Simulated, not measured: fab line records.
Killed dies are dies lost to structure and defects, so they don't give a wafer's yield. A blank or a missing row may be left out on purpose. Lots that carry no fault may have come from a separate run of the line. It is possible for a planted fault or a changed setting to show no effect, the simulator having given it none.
fab line records	flow n5-finfet
record: lots: 5	wafers: 15	last-day: 21
route steps=1938 shown BEOL_M4@1099 BEOL_M5@1112 PASSIVATION@1936
lots that met no fault: taken from a fault-free run of the same line
start-h: the number of hours between the record's first day and the start of the first shown wafer of the lot	wait-h: how many hours have passed since the lot's step before this one	" repeats the value in the row above	L1.1+2: one row covering several wafers at once	- no value, or no start was given	* or withheld: withheld	< > ~ a bound
route shown NAME@n: a module of which the file shows steps, and the number in the route of the first	usual: mean/standard deviation of fault-free wafers	same: alike in all rows	chamber/n: place in a boat	sites: readings site by site	_std_site: standard deviation of those values	_edge_site: inner sites' mean taken away from outer sites' mean	radius-mm: how far each site lies from the wafer's centre	mask NAME#n: copy n	behind: the tool/chamber that last shaped the wafer	hold: what put the lot on hold/how long, in hours/how the hold closed	device: the transistor (n, p or np) that didn't switch	end of line: the route-end tests of the same wafers	a step with no rows: only its recipe	killed: dies that structure and defects cost at the first sort, which is not the same as the wafer's yield	map: shows each die of a wafer: x if killed, . if not, _ if none is there
set.NAME: the setting that was run; set.NAME@STEP: the one run at that earlier step	model.NAME: the simulator's own value behind a step, which no gauge read
a table for each step, a row for each wafer; lots at some steps of the route
services: a tool's chamber out of use, with start hour (start-h, from the record's first day; less than 0 if before it), hours out, and reason
== steps ==
step: N5_BEOL_M4_ANNEAL_95
recipe: temp-c: 400	time-s: 240	ambient: vacuum
step: N5_BEOL_M4_SPUTTER_96
recipe: material: Cu	target-thk-a: 45	temp-c: -20	chamber-pressure-pa: 0.07	power-w: withheld	time-s: 8.29
step: N5_BEOL_M4_ECD_50
recipe: material: Cu	target-thk-a: 3000
step: N5_BEOL_M4_ANNEAL_51
recipe: temp-c: 225	time-s: 90	ambient: N2
step: N5_BEOL_M4_CMP_52
recipe: stop-on: SiOC	t-overpolish-s: 6.8	down-force-psi: 1	platen-rpm: 50	clearing-platen-down-force-psi: 1.5	clearing-platen-rpm: 50	post-cmp-clean: cu-alkaline	target-thk-nm: 40	clearing-platen-pad-velocity-m-s: 0.99484	pad-velocity-m-s: 0.99484
step: N5_BEOL_M4_PRE_CLEAN_60
recipe: gas: NH3/H2	time-s: 15	temp-c: *	rf-power-w: 300
step: N5_BEOL_M4_CO_CAP_55
recipe: material: Co	target-thk-a: 20	temp-c: 200	precursor: CCTBA/H2	pressure-torr: 30	time-s: 102.1
step: N5_BEOL_M4_PRE_CLEAN_56
recipe: gas: NH3	time-s: 15	temp-c: withheld	rf-power-w: 300
step: N5_BEOL_M4_DEP_57
recipe: material: SiCN	target-thk-a: 80	temp-c: withheld	precursor: 3MS/NH3	pressure-torr: 3	rf-w: 202	time-s: 14
step: N5_BEOL_M4_RC_MEAS_101
usual: DIBL_N: 36.1/2.3	DIBL_P: 36/3.2	IOFF_N: 0.16/0.045	IOFF_P: 0.21/0.049	ION_N: 674/14	ION_P: 462/8.4	SS_N: 71.6/0.83	SS_P: 73.2/0.87	VT_N: 249/3.8	VT_P: -250/3.4
lot.wafer	tool	chamber	start-h	wait-h	DIBL_N[mV/V]	DIBL_P[mV/V]	IOFF_N[nA/um]	IOFF_P[nA/um]	ION_N[uA/um]	ION_P[uA/um]	SS_N[mV/dec]	SS_P[mV/dec]	VT_N[mV]	VT_P[mV]
L951.1	prober-02	0	310.74	0.0	41.7	42	0.29	0.30	681	461	73.6	75.0	245	-248
L951.2	"	0	"	"	37.4	38	0.19	0.23	692	471	71.7	74.3	245	-251
L951.4	"	0	"	"	38.4	39	0.21	0.24	676	456	72.8	74.8	247	-251
L959.3	prober-01	0	345.01	0.3	38.0	39	0.21	0.23	681	458	72.3	73.6	245	-250
L959.5	"	0	"	"	40.4	42	0.27	0.27	700	467	72.8	74.4	240	-249
L959.6	"	0	"	"	35.0	35	0.14	0.18	661	450	70.6	72.9	251	-252
L957.3	prober-02	0	345.12	0.3	35.7	35	0.15	0.21	677	469	71.4	73.9	248	-246
L957.4	"	0	"	"	35.0	34	0.14	0.19	658	451	71.9	72.7	248	-251
L957.5	"	0	"	"	35.6	35	0.14	0.22	662	462	72.0	74.3	248	-250
L958.1	prober-02	0	347.66	0.0	37.6	39	0.17	0.29	661	465	71.7	74.3	250	-246
L958.3	"	0	"	"	35.5	33	0.13	0.18	664	458	71.2	72.5	253	-253
L958.4	"	0	"	"	34.3	30	0.10	0.13	633	437	71.1	72.3	259	-259
L964.1	prober-02	0	358.67	0.0	37.4	39	0.19	0.23	695	472	72.0	74.2	244	-251
L964.5	"	0	"	"	40.1	41	0.24	0.29	685	475	72.7	74.1	244	-246
L964.6	"	0	"	"	37.9	39	0.18	0.22	685	469	72.5	73.3	247	-252
step: N5_BEOL_M5_ILD_DEP_00
recipe: material: SiCOH_lowk	target-thk-a: 1406.4	temp-c: 300	precursor: DEMS/porogen	pressure-torr: 5	rf-w: 500	time-s: 25.9
step: N5_BEOL_M5_CURE_79
recipe: temp-c: 385	time-s: 240	ambient: He/Ar	material: SiCOH_lowk
step: N5_BEOL_M5_PECVD_70
recipe: material: SiO2	target-thk-a: 160	temp-c: 400	precursor: TEOS/O2	pressure-torr: 5.5	rf-w: 450	teos-flow-sccm: 53.8	gas: O2	flow-sccm: 3000	time-s: 18
step: N5_BEOL_M5_HM_DEP_02
recipe: material: TiN	target-thk-a: 200	temp-c: 25	chamber-pressure-pa: 0.49996
step: N5_BEOL_M5_COAT_59
recipe: resist: SOC	temp-c: 250	time-s: 60	spin-rpm: 1500	resist-thk-nm: 60
step: N5_BEOL_M5_COAT_60
recipe: resist: SiARC	temp-c: 220	time-s: 60	spin-rpm: 1500	resist-thk-nm: 12
step: N5_BEOL_M5_COAT_71
recipe: resist: underlayer	temp-c: 205	time-s: 60	spin-rpm: 1500	resist-thk-nm: 5
step: N5_BEOL_M5_COAT_05
recipe: resist: CAR-EUV	spin-rpm: 1500	resist-thk-nm: 30
step: N5_BEOL_M5_EBR_07
recipe: solvent: PGMEA	ebr-width-mm: 1.5
step: N5_BEOL_M5_SOFTBAKE_06
recipe: temp-c: 110	time-s: 60	resist: CAR-EUV
step: N5_BEOL_M5_EXPOSE_08
recipe: mask-id: M5	na: 0.33	source-shape: annular	sigma-inner: 0.4	sigma-outer: 0.8	polarization: unpolarized	target-cd-nm: 28	dose-mj: 35.75
step: N5_BEOL_M5_PEB_09
recipe: peb-temp-c: 100	peb-time-s: 60	resist: CAR-EUV
step: N5_BEOL_M5_DEVELOP_10
recipe: develop-time-s: 30	developer: TMAH	resist: CAR-EUV	rinse-liquid: surfactant-rinse	dry: air-spin	dev-temp-c: 23
step: N5_BEOL_M5_DESCUM_16
recipe: chemistry: O2	time-s: 7	source-power-w: 50	bias-power-w: 20	pressure-mtorr: 20	rf-frequency-hz: 2.712e+07	temp-c: 40	resist: CAR-EUV	o2-flow-sccm: 225
step: N5_BEOL_M5_ETCH_72
recipe: chemistry: N2/H2	target: underlayer	target-depth-a: 65	mask-material: CAR-EUV	time-s: 5.2	ion-energy-ev: 200	pressure-mtorr: 30	source-w: 840	bias-w: 150	n2-flow-sccm: 200	h2-flow-sccm: 200	ends: cleared
step: N5_BEOL_M5_ETCH_61
recipe: chemistry: CF4	target: SiARC	target-depth-a: 156	mask-material: CAR-EUV	time-s: 26	ion-energy-ev: 80	pressure-mtorr: 40	source-w: 545	bias-w: 36	Ar_flow_sccm: 100	cf4-flow-sccm: 100	ends: cleared
step: N5_BEOL_M5_ETCH_62
recipe: chemistry: N2/H2	target: SOC	target-depth-a: 750	overetch-a: 150	mask-material: SiARC	temp-c: 40	time-s: 112.5	ion-energy-ev: 200	pressure-mtorr: 30	source-w: 840	bias-w: 150	n2-flow-sccm: 200	h2-flow-sccm: 200
step: N5_BEOL_M5_STRIP_63
recipe: chemistry: N2/H2	temp-c: 40	n2-flow-sccm: 200	h2-flow-sccm: 200	rf-frequency-hz: 6e+07
step: N5_BEOL_M5_STRIP_73
recipe: chemistry: N2/H2	temp-c: 40	n2-flow-sccm: 200	h2-flow-sccm: 200	rf-frequency-hz: 6e+07
step: N5_BEOL_M5_STRIP_64
recipe: chemistry: CF4	resist: SiARC	power-w: 300	bias-power-w: 75	pressure-mtorr: 50	cf4-flow-sccm: 150	rf-frequency-hz: 6e+07
step: N5_BEOL_M5_HM_OPEN_17
recipe: chemistry: Cl2/BCl3	target-depth-a: 200	overetch-a: 60	target: TiN	mask-material: SOC	ion-energy-ev: 150	pressure-mtorr: 10	icp-w: 1000	bias-w: 126	Cl2_flow_sccm: 53.25	bcl3-flow-sccm: 21.75	Ar_flow_sccm: 25
step: N5_BEOL_M5_STRIP_19
recipe: chemistry: O2	power-w: 400	temp-c: 40	pressure-mtorr: 30	rf-frequency-hz: 6e+07	bias-power-w: 0	overash-fraction: 0.2	o2-flow-sccm: 225
step: N5_BEOL_M5_COAT_65
recipe: resist: SOC	temp-c: 250	time-s: 60	spin-rpm: 1500	resist-thk-nm: 60
step: N5_BEOL_M5_COAT_66
recipe: resist: SiARC	temp-c: 220	time-s: 60	spin-rpm: 1500	resist-thk-nm: 12
step: N5_BEOL_M5_VIA_ETCH_34
recipe: chemistry: C4F6/O2	target: SiCOH_lowk	target-depth-a: 883	mask-material: SOC	taper-deg: 4	time-s: 39.2	ion-energy-ev: 250	pressure-mtorr: 30	source-w: 345	bias-w: 185	Ar_flow_sccm: 300	C4F6_flow_sccm: 10	O2_flow_sccm: 10
usual: C4F6_flow_sccm: 10.004/0.029	O2_flow_sccm: 10.000/0.029	drypump-motor-current-A: 5.6/0.47	oes-product-au: 0.79/0.087	rf-vpp-V: 680/18	showerhead-plenum-p-Torr: 2.86/0.11	throttle-valve-pct: 20.88/0.2
lot.wafer	tool	chamber	start-h	wait-h	C4F6_flow_sccm	O2_flow_sccm	drypump-motor-current-A	oes-product-au	rf-hours-counter-h	rf-vpp-V	showerhead-plenum-p-Torr	throttle-valve-pct	model.SiARC_of_BEOL_M5_COAT_66.thk-nm	model.SOC_of_BEOL_M5_COAT_65.thk-nm
L951.1	rie-diel-06	1	316.62	0.0	10.034	10.004	5.6	0.79	122	675	2.94	20.48	0	56
L951.2	"	0	"	"	10.030	9.988	5.8	0.74	163	684	2.84	21.10	0	56
L951.4	"	1	"	"	10.043	10.006	5.6	0.78	-	674	2.94	20.48	0	55.8
L959.3	rie-diel-05	2	357.80	0.0	-	-	-	-	-	-	-	-	6.4	60.2
L959.5	"	3	"	"	-	-	-	-	-	-	-	-	6.2	60.2
L959.6	"	2	"	"	-	-	-	-	-	-	-	-	6.4	60.2
L957.3	rie-diel-06	1	360.47	0.0	-	-	-	-	-	-	-	-	6.4	60
L957.4	"	2	"	"	-	-	-	-	-	-	-	-	6.4	60
L957.5	"	3	"	"	-	-	-	-	-	-	-	-	5.8	60
L958.1	rie-diel-02	1	360.52	0.0	-	-	-	-	-	-	-	-	6.8	60
L958.3	"	0	"	"	-	-	-	-	-	-	-	-	6.2	60
L958.4	"	3	"	"	-	-	-	-	-	-	-	-	6.4	60
L964.1	rie-diel-05	2	373.08	0.0	10.005	10.028	6.1	0.73	183	656	2.97	20.92	0	55.4
L964.5	"	2	"	"	10.016	10.039	6.1	0.73	-	655	2.97	20.95	0	55.6
L964.6	"	3	"	"	9.955	9.988	5.7	0.70	-	667	2.70	20.82	0	55.8
step: N5_PASSIVATION_PROBE_49
usual: defect-limited-yield: 90.9/1.6	killed_at_M0_to_M3: 37/11	killed_at_M4_up: 15/5.6	killed-at-contacts: 13/6.4	killed-at-front-end: 39/11	killed-at-other: 4/3.1	killed-dies: 107/19	killed-on-rim: 14/4.3	killed-open: 71/14	killed-short: 34/7.8	sort_bin_4_leakage: 0.01/0.053	sort_bin_5_function: 5.3/1	sort_bin_6_memory: 3.4/0.72	sort-n-pass: 1072/20	sort-yield-pct: 90.9/1.7
same: gross-dies: 1180	killed-at-back-side: 0	sort_bin_8_speed[%]: 0
lot.wafer	tool	chamber	start-h	wait-h	defect-limited-yield[%]	killed_at_M0_to_M3	killed_at_M4_up	killed-at-contacts	killed-at-front-end	killed-at-other	killed-dies	killed-on-rim	killed-open	killed-short	sort_bin_4_leakage[%]	sort_bin_5_function[%]	sort_bin_6_memory[%]	sort-n-pass	sort-yield-pct[%]
L951.1	prober-02	-	430.21	0.0	89.3	39	19	19	40	9	126	16	88	32	0.25	6.4	3.6	1051	89.1
L959.3	prober-02	-	467.70	0.1	0	34	1097	10	38	1	1180	152	53	33	0	97.0	2.5	0	0
L959.5	prober-02	-	467.80	0.2	0	33	1099	9	37	2	1180	152	71	29	0	96.7	3.1	0	0
L959.6	prober-02	-	467.85	0.3	0	16	1119	6	37	2	1180	152	47	29	0	96.9	2.7	0	0
L957.3	prober-01	-	468.03	0.1	0	35	1096	19	24	6	1180	152	58	27	0	97.0	2.5	0	0
L957.4	prober-01	-	468.08	0.2	0	44	1095	15	24	2	1180	152	58	35	0	96.2	3.6	0	0
L957.5	prober-01	-	468.13	0.2	0	58	1064	26	24	8	1180	152	84	38	0	95.8	4.0	0	0
L958.1	prober-02	-	469.02	0.0	0	27	1095	8	50	0	1180	152	70	26	0	96.6	3.4	0	0
L958.3	prober-02	-	469.12	0.1	0	35	1083	6	48	8	1180	152	79	33	0	96.5	3.2	0	0
L958.4	prober-02	-	469.17	0.2	0	31	1075	8	61	5	1180	152	91	31	0	96.2	3.4	0	0
L964.1	prober-01	-	496.17	0.0	90.3	37	13	8	51	6	115	12	70	42	0	5.6	3.6	1065	90.3
L964.5	prober-01	-	496.37	0.2	91.4	40	8	11	37	5	101	16	70	30	0	5.3	3.1	1079	91.4
L964.6	prober-01	-	496.42	0.3	89.7	60	13	7	40	2	122	10	65	53	0	6.9	2.9	1058	89.7
killed by level:class
L951.1 MOL_CONTACT_COAG:geometric-particle:open=16 BEOL_M2:geometric-particle:open=10 BEOL_M1:geometric-particle:open=9 BEOL_M3:geometric-particle:open=8 DUMMY_GATE:geometric-particle:open=7 FIN_SAQP:geometric-particle:short=7 STI_FIN_REVEAL:geometric-particle:open=7 BEOL_M4:geometric-particle:open=7
L959.3 BEOL_M5:area-etch=1094 FIN_SAQP:geometric-particle:short=9 MOL_CONTACT_COAG:geometric-particle:open=9 FIN_SAQP:geometric-particle:open=6 DUMMY_GATE:geometric-particle:open=6 BEOL_M1:geometric-particle:short=6 BEOL_M0_SAQP:geometric-particle:open=5 BEOL_M0:geometric-particle:open=5
L959.5 BEOL_M5:area-etch=1080 BEOL_M1:geometric-particle:open=9 BEOL_M4:geometric-particle:open=9 FIN_SAQP:geometric-particle:open=7 BEOL_M2:geometric-particle:open=6 MOL_CONTACT_COAG:geometric-particle:open=6 BEOL_M1:geometric-particle:short=6 FIN_SAQP:geometric-particle:short=5
L959.6 BEOL_M5:area-etch=1104 BEOL_M4:geometric-particle:open=9 FIN_SAQP:geometric-particle:short=7 STI_FIN_REVEAL:geometric-particle:open=7 BEOL_M0_SAQP:geometric-particle:short=7 GATE_CUT:geometric-particle:short=5 GATE_CUT:geometric-particle:open=4 MOL_CONTACT_COAG:geometric-particle:open=4
L957.3 BEOL_M5:area-etch=1095 MOL_CONTACT_COAG:geometric-particle:open=14 BEOL_M0_SAQP:geometric-particle:open=10 STI_FIN_REVEAL:geometric-particle:open=8 BEOL_M1:geometric-particle:open=8 BEOL_M2:geometric-particle:open=8 BEOL_M0_SAQP:geometric-particle:short=6 MOL_CONTACT_COAG:geometric-particle:short=5
L957.4 BEOL_M5:area-etch=1086 BEOL_M0_SAQP:geometric-particle:open=13 BEOL_M0_SAQP:geometric-particle:short=12 MOL_CONTACT_COAG:geometric-particle:open=11 GATE_CUT:geometric-particle:short=6 BEOL_M3:geometric-particle:open=6 STI_FIN_REVEAL:geometric-particle:open=5 MOL_CONTACT_COAG:geometric-particle:short=4
L957.5 BEOL_M5:area-etch=1057 BEOL_M0_SAQP:geometric-particle:open=23 MOL_CONTACT_COAG:geometric-particle:open=21 BEOL_M1:geometric-particle:open=11 BEOL_M3:geometric-particle:open=10 BEOL_M0_SAQP:geometric-particle:short=8 MIM_TOP:geometric-particle:short=7 STI_FIN_REVEAL:geometric-particle:open=6
L958.1 BEOL_M5:area-etch=1084 STI_FIN_REVEAL:geometric-particle:open=13 FIN_SAQP:geometric-particle:short=9 BEOL_M3:geometric-particle:open=9 BEOL_M4:geometric-particle:open=8 DUMMY_GATE:geometric-particle:open=7 MOL_CONTACT_COAG:geometric-particle:open=7 FIN_SAQP:geometric-particle:open=6
L958.3 BEOL_M5:area-etch=1068 BEOL_M3:geometric-particle:open=14 STI_FIN_REVEAL:geometric-particle:open=12 FIN_SAQP:geometric-particle:open=9 FIN_SAQP:geometric-particle:short=8 BEOL_M4:geometric-particle:open=8 BEOL_M2:geometric-particle:open=6 BEOL_M1:geometric-particle:open=5
L958.4 BEOL_M5:area-etch=1058 STI_FIN_REVEAL:geometric-particle:open=18 BEOL_M4:geometric-particle:open=9 DUMMY_GATE:geometric-particle:open=9 BEOL_M1:geometric-particle:open=9 FIN_SAQP:geometric-particle:open=7 GATE_CUT:geometric-particle:open=6 MOL_CONTACT_COAG:geometric-particle:open=6
L964.1 STI_FIN_REVEAL:geometric-particle:open=11 FIN_SAQP:geometric-particle:short=9 FIN_SAQP:geometric-particle:open=9 BEOL_M2:geometric-particle:short=8 BEOL_M4:geometric-particle:open=8 BEOL_M1:geometric-particle:open=6 BEOL_M2:geometric-particle:open=6 BEOL_M3:geometric-particle:open=6
L964.5 STI_FIN_REVEAL:geometric-particle:open=11 BEOL_M3:geometric-particle:open=10 BEOL_M0_SAQP:geometric-particle:short=7 BEOL_M0_SAQP:geometric-particle:open=6 BEOL_M1:geometric-particle:open=6 FIN_SAQP:geometric-particle:open=5 MOL_CONTACT_COAG:geometric-particle:open=5 MOL_CONTACT_COAG:geometric-particle:short=5
L964.6 BEOL_M0_SAQP:geometric-particle:short=13 BEOL_M3:geometric-particle:open=12 GATE_CUT:geometric-particle:short=8 BEOL_M2:geometric-particle:short=8 STI_FIN_REVEAL:geometric-particle:open=7 FIN_SAQP:geometric-particle:open=6 FIN_SAQP:geometric-particle:short=6 BEOL_M3:geometric-particle:short=6
map L957.3 (x killed, . not)
_________________xxxxxxxxxxxx________________
______________xxxxxxxxxxxxxxxxxx_____________
___________xxxxxxxxxxxxxxxxxxxxxxxx__________
__________xxxxxxxxxxxxxxxxxxxxxxxxxx_________
________xxxxxxxxxxxxxxxxxxxxxxxxxxxxxx_______
_______xxxxxxxxxxxxxxxxxxxxxxxxxxxxxxxx______
______xxxxxxxxxxxxxxxxxxxxxxxxxxxxxxxxxx_____
_____xxxxxxxxxxxxxxxxxxxxxxxxxxxxxxxxxxxx____
____xxxxxxxxxxxxxxxxxxxxxxxxxxxxxxxxxxxxxx___
___xxxxxxxxxxxxxxxxxxxxxxxxxxxxxxxxxxxxxxxx__
___xxxxxxxxxxxxxxxxxxxxxxxxxxxxxxxxxxxxxxxx__
__xxxxxxxxxxxxxxxxxxxxxxxxxxxxxxxxxxxxxxxxxx_
__xxxxxxxxxxxxxxxxxxxxxxxxxxxxxxxxxxxxxxxxxx_
_xxxxxxxxxxxxxxxxxxxxxxxxxxxxxxxxxxxxxxxxxxxx
_xxxxxxxxxxxxxxxxxxxxxxxxxxxxxxxxxxxxxxxxxxxx
_xxxxxxxxxxxxxxxxxxxxxxxxxxxxxxxxxxxxxxxxxxxx
_xxxxxxxxxxxxxxxxxxxxxxxxxxxxxxxxxxxxxxxxxxxx
_xxxxxxxxxxxxxxxxxxxxxxxxxxxxxxxxxxxxxxxxxxxx
_xxxxxxxxxxxxxxxxxxxxxxxxxxxxxxxxxxxxxxxxxxxx
_xxxxxxxxxxxxxxxxxxxxxxxxxxxxxxxxxxxxxxxxxxxx
_xxxxxxxxxxxxxxxxxxxxxxxxxxxxxxxxxxxxxxxxxxxx
__xxxxxxxxxxxxxxxxxxxxxxxxxxxxxxxxxxxxxxxxxx_
__xxxxxxxxxxxxxxxxxxxxxxxxxxxxxxxxxxxxxxxxxx_
___xxxxxxxxxxxxxxxxxxxxxxxxxxxxxxxxxxxxxxxx__
___xxxxxxxxxxxxxxxxxxxxxxxxxxxxxxxxxxxxxxxx__
____xxxxxxxxxxxxxxxxxxxxxxxxxxxxxxxxxxxxxx___
_____xxxxxxxxxxxxxxxxxxxxxxxxxxxxxxxxxxxx____
______xxxxxxxxxxxxxxxxxxxxxxxxxxxxxxxxxx_____
_______xxxxxxxxxxxxxxxxxxxxxxxxxxxxxxxx______
________xxxxxxxxxxxxxxxxxxxxxxxxxxxxxx_______
__________xxxxxxxxxxxxxxxxxxxxxxxxxx_________
___________xxxxxxxxxxxxxxxxxxxxxxxx__________
______________xxxxxxxxxxxxxxxxxx_____________
_________________xxxxxxxxxxxx________________
map L958.1 (x killed, . not)
_________________xxxxxxxxxxxx________________
______________xxxxxxxxxxxxxxxxxx_____________
___________xxxxxxxxxxxxxxxxxxxxxxxx__________
__________xxxxxxxxxxxxxxxxxxxxxxxxxx_________
________xxxxxxxxxxxxxxxxxxxxxxxxxxxxxx_______
_______xxxxxxxxxxxxxxxxxxxxxxxxxxxxxxxx______
______xxxxxxxxxxxxxxxxxxxxxxxxxxxxxxxxxx_____
_____xxxxxxxxxxxxxxxxxxxxxxxxxxxxxxxxxxxx____
____xxxxxxxxxxxxxxxxxxxxxxxxxxxxxxxxxxxxxx___
___xxxxxxxxxxxxxxxxxxxxxxxxxxxxxxxxxxxxxxxx__
___xxxxxxxxxxxxxxxxxxxxxxxxxxxxxxxxxxxxxxxx__
__xxxxxxxxxxxxxxxxxxxxxxxxxxxxxxxxxxxxxxxxxx_
__xxxxxxxxxxxxxxxxxxxxxxxxxxxxxxxxxxxxxxxxxx_
_xxxxxxxxxxxxxxxxxxxxxxxxxxxxxxxxxxxxxxxxxxxx
_xxxxxxxxxxxxxxxxxxxxxxxxxxxxxxxxxxxxxxxxxxxx
_xxxxxxxxxxxxxxxxxxxxxxxxxxxxxxxxxxxxxxxxxxxx
_xxxxxxxxxxxxxxxxxxxxxxxxxxxxxxxxxxxxxxxxxxxx
_xxxxxxxxxxxxxxxxxxxxxxxxxxxxxxxxxxxxxxxxxxxx
_xxxxxxxxxxxxxxxxxxxxxxxxxxxxxxxxxxxxxxxxxxxx
_xxxxxxxxxxxxxxxxxxxxxxxxxxxxxxxxxxxxxxxxxxxx
_xxxxxxxxxxxxxxxxxxxxxxxxxxxxxxxxxxxxxxxxxxxx
__xxxxxxxxxxxxxxxxxxxxxxxxxxxxxxxxxxxxxxxxxx_
__xxxxxxxxxxxxxxxxxxxxxxxxxxxxxxxxxxxxxxxxxx_
___xxxxxxxxxxxxxxxxxxxxxxxxxxxxxxxxxxxxxxxx__
___xxxxxxxxxxxxxxxxxxxxxxxxxxxxxxxxxxxxxxxx__
____xxxxxxxxxxxxxxxxxxxxxxxxxxxxxxxxxxxxxx___
_____xxxxxxxxxxxxxxxxxxxxxxxxxxxxxxxxxxxx____
______xxxxxxxxxxxxxxxxxxxxxxxxxxxxxxxxxx_____
_______xxxxxxxxxxxxxxxxxxxxxxxxxxxxxxxx______
________xxxxxxxxxxxxxxxxxxxxxxxxxxxxxx_______
__________xxxxxxxxxxxxxxxxxxxxxxxxxx_________
___________xxxxxxxxxxxxxxxxxxxxxxxx__________
______________xxxxxxxxxxxxxxxxxx_____________
_________________xxxxxxxxxxxx________________
== services ==
tool	chamber	start-h	hours	kind
rie-diel-06	2	292.73	-	clean
rie-diel-06	2	292.73	-	consumable-replace:focus-ring
rie-diel-06	2	292.73	33.7	scheduled-down
rie-diel-06	2	292.73	33.7	vent-cycle
rie-diel-02	2	317.30	-	clean
rie-diel-02	2	317.30	-	consumable-replace:focus-ring
rie-diel-02	2	317.30	12.3	scheduled-down
rie-diel-02	2	317.30	12.3	vent-cycle
rie-diel-05	0	344.40	2.8	repair
rie-diel-05	1	347.18	-	clean
rie-diel-05	1	347.18	-	consumable-replace:esc
rie-diel-05	1	347.18	-	consumable-replace:focus-ring
rie-diel-05	1	347.18	37.7	scheduled-down
rie-diel-05	1	347.18	37.7	vent-cycle
rie-diel-02	1	367.74	5.0	repair
== key ==
first-sign: step: N5_BEOL_M5_VIA_ETCH_34	reading: tool-record	direction: missing
effect: step: N5_PASSIVATION_PROBE_49	reading: killed_at_M4_up	direction: up	sigmas: 99+	usual: 15	struck: 1091
model-effect: step: N5_BEOL_M5_VIA_ETCH_34	value: SiARC_of_BEOL_M5_COAT_66.thk-nm	without: 0	struck: 6.333
more-kills-born-at: N5_BEOL_M5_VIA_ETCH_34@rie-diel-05: 3278	N5_BEOL_M5_VIA_ETCH_34@rie-diel-06: 3238	N5_BEOL_M5_VIA_ETCH_34@rie-diel-02: 3210
met-at N5_BEOL_M5_VIA_ETCH_34
struck-wafers L957.3,L957.4,L957.5,L958.1,L958.3,L958.4,L959.3,L959.5,L959.6
later-rows-left-out L957.3,L957.4,L957.5,L958.1,L958.3,L958.4,L959.3,L959.5,L959.6
onset-between 316.62 357.80
fault: kind: skipped-step-whole	tool: rie-diel-02,rie-diel-05,rie-diel-06	chamber: -	onset-h: 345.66	steps: N5_BEOL_M5_VIA_ETCH_34	scope: struck-lots-only
later-rows-left-out: the simulator's readings of these wafers behind a module that went badly wrong aren't trusted and aren't shown, but for the sort
